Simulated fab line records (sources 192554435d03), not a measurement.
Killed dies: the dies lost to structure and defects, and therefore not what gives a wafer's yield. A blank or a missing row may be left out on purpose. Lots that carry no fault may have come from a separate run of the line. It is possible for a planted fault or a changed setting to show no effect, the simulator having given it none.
Matching of chambers | flow n5-finfet | rie-diel-05 running N5_BEOL_M1_ETCH_74: 4 sister chambers
The step etches underlayer in N2/H2, target depth 6.5 nm, time 5.2 s. 20 wafers are shown with their chamber, then 10 later ones without.

EACH WAFER AND ITS CHAMBER
wafer  | chamber | drypump-motor-current-A (A) | throttle-valve-pct (%) | showerhead-plenum-p-Torr (Torr)
L079.2 | 1       | 5.5                         | 18.31                  | 2.48
L079.4 | 0       | 5.6                         | 18.08                  | 2.54
L079.6 | 1       | 5.5                         | 18.34                  | 2.48
L081.4 | 2       | 5.7                         | 17.72                  | 2.48
L081.5 | 2       | 5.7                         | 17.70                  | 2.48
L081.6 | 3       | 6.1                         | 17.91                  | 2.63
L084.1 | 3       | 6.1                         | 17.90                  | 2.62
L084.3 | 1       | 5.5                         | 18.32                  | 2.48
L084.4 | 2       | 5.7                         | 17.73                  | 2.48
L086.2 | 0       | 5.6                         | 18.10                  | 2.53
L086.3 | 3       | 6.1                         | 17.91                  | 2.62
L086.6 | 2       | 5.7                         | 17.73                  | 2.47
L088.2 | 0       | 5.5                         | 18.10                  | 2.53
L088.4 | 3       | 6.1                         | 17.92                  | 2.62
L088.6 | 0       | 5.5                         | 18.13                  | 2.53
L090.2 | 3       | 6.1                         | 17.89                  | 2.62
L090.4 | 2       | 5.7                         | 17.75                  | 2.47
L090.6 | 0       | 5.6                         | 18.13                  | 2.53
L091.3 | 2       | 5.7                         | 17.73                  | 2.47
L091.4 | 1       | 5.5                         | 18.35                  | 2.47

SIGNATURES, as means of the wafers listed above
reading                  | chamber 0 | chamber 1 | chamber 2 | chamber 3 | scatter within a chamber
drypump-motor-current-A  | 5.560     | 5.500     | 5.700     | 6.100     | 0.0274
throttle-valve-pct       | 18.1080   | 18.3300   | 17.7267   | 17.9060   | 0.0172
showerhead-plenum-p-Torr | 2.5320    | 2.4775    | 2.4750    | 2.6220    | 0.00491
Rule: a wafer's distance from a chamber is the root of the sum, over the readings, of the square of ((its reading less the chamber's mean) divided by the reading's scatter). The wafer belongs to the nearest chamber; if the next one is less than 2 further off, it can't be placed. The scatter: the root of (the sum of the squares of (reading less its chamber's mean) over the shown wafers, divided by (wafers less chambers)).

WAFERS WITH NO CHAMBER GIVEN
wafer  | drypump-motor-current-A (A) | throttle-valve-pct (%) | showerhead-plenum-p-Torr (Torr)
L091.6 | 5.7                         | 17.72                  | 2.47
L092.1 | 5.5                         | 18.11                  | 2.53
L092.3 | 5.7                         | 17.74                  | 2.47
L092.4 | 5.5                         | 18.33                  | 2.47
L094.1 | 6.1                         | 17.90                  | 2.62
L094.4 | 5.7                         | 17.74                  | 2.47
L094.6 | 6.1                         | 17.93                  | 2.62
L097.2 | 5.5                         | 18.14                  | 2.52
L097.5 | 5.7                         | 17.75                  | 2.47
L097.6 | 5.5                         | 18.37                  | 2.47

WHICH CHAMBER EACH WENT THROUGH
wafer  | from the rows above | in truth
L091.6 | 2                   | 2
L092.1 | 0                   | 0
L092.3 | 2                   | 2
L092.4 | 1                   | 1
L094.1 | 3                   | 3
L094.4 | 2                   | 2
L094.6 | 3                   | 3
L097.2 | 0                   | 0
L097.5 | 2                   | 2
L097.6 | 1                   | 1
Correctly placed: 10 of 10. From these rows, 0 cannot be placed. 0 placed wrongly.
